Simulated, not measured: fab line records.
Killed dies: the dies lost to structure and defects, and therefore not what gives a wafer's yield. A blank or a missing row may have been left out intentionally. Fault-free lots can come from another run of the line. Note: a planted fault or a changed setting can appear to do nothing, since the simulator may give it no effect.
8D (eight disciplines) problem report, filled in by code :: flow n5_finfet :: the parts of the form that need people (team, actions taken, sign-off) are left out

## 1. THE ISSUE
Mean PAD_OVL at N5_PASSIVATION_OVL_MEAS_63: 238 nm over 7 wafers in 3 lots; fault-free wafers: -1 nm, standard deviation 6.5. Measured from the usual mean, that is +37 standard deviations.
Seen first at day 15 11:03 on overlay-02, wafer L809.1. The record has a number at this step for 31 wafers belonging to 11 lots. The rule behind "out" and "out of limits": a value lying over 4 standard deviations away from the usual mean. The other wafers with a number count as sound.

## 2. WHAT IT IS AND WHAT IT IS NOT
question: which readings at this step
is: PAD_OVL
is not: -

question: which lots
is: L809, L811, L812
is not: L797, L798, L799, L803, L806, L816, L817, L819

question: which wafers of those lots
is: all that have a number
is not: -

question: read on which gauges
is: overlay-01, overlay-02
is not: -

question: when
is: from day 15 11:03
is not: up to then (15 sound wafers); but 9 sound wafers of L816, L817, L819 came after

## 3. WHAT RULES OUT EACH SUSPECT
Counting: a tool at any process step up to the reading remains a suspect when it ran all the lots that are out and ran no sound lot after the first of those.
- the gauge at N5_PASSIVATION_OVL_MEAS_63: ruled out. 2 gauges (overlay-01, overlay-02) read the wafers that are out.
- rie_metal-03 at N5_MIM_TOP_ETCH_ETCH_00 (etches TiN in Cl2/BCl3, target depth 38.5 nm): kept. It ran every lot that is out, first L809 (day 15 05:25), and no sound lot after that.
- krf_scanner-02 at N5_PASSIVATION_EXPOSE_27 (exposes mask PAD, defocus 0 nm): kept. All lots that are out passed through it, beginning with L809 at day 15 10:50, and no sound lot followed; its final sound lot before that point was L806 at day 14 14:17.
Left after counting: rie_metal-03 at N5_MIM_TOP_ETCH_ETCH_00, krf_scanner-02 at N5_PASSIVATION_EXPOSE_27.

## 4. THE CAUSE (what the simulator had put in)
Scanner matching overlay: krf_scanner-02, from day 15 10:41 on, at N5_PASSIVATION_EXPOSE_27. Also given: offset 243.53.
Of the 2 suspects that counting leaves, this tool is one.

## 5. THE CHAIN OF EFFECTS, in route order
Each row: a reading whose mean over the struck wafers that have a number lies more than 3 standard deviations from the usual. Only readings whose record carries a usual standard deviation are examined. hours: median over the lots of the time between each lot's start at the first step of this table that gives one and its start at this step. sigmas: the change, counted in usual standard deviations.
hours: 0
step: N5_PASSIVATION_OVL_MEAS_63
reading: PAD_OVL
usual: -1 nm
on struck wafers: 238
change: +239
sigmas: +37

## 6. HOW IT WOULD HAVE BEEN CAUGHT EARLIER
Counted from the fault's start at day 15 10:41, it took 0 hours until the first out-of-limits reading at a measuring or inspecting step in this record, taken at day 15 11:03.
L811, L812, from the lots that are out (3), started N5_PASSIVATION_EXPOSE_27 on krf_scanner-02 later than day 15 11:03. A hold on the tool at that time would have spared those 2.
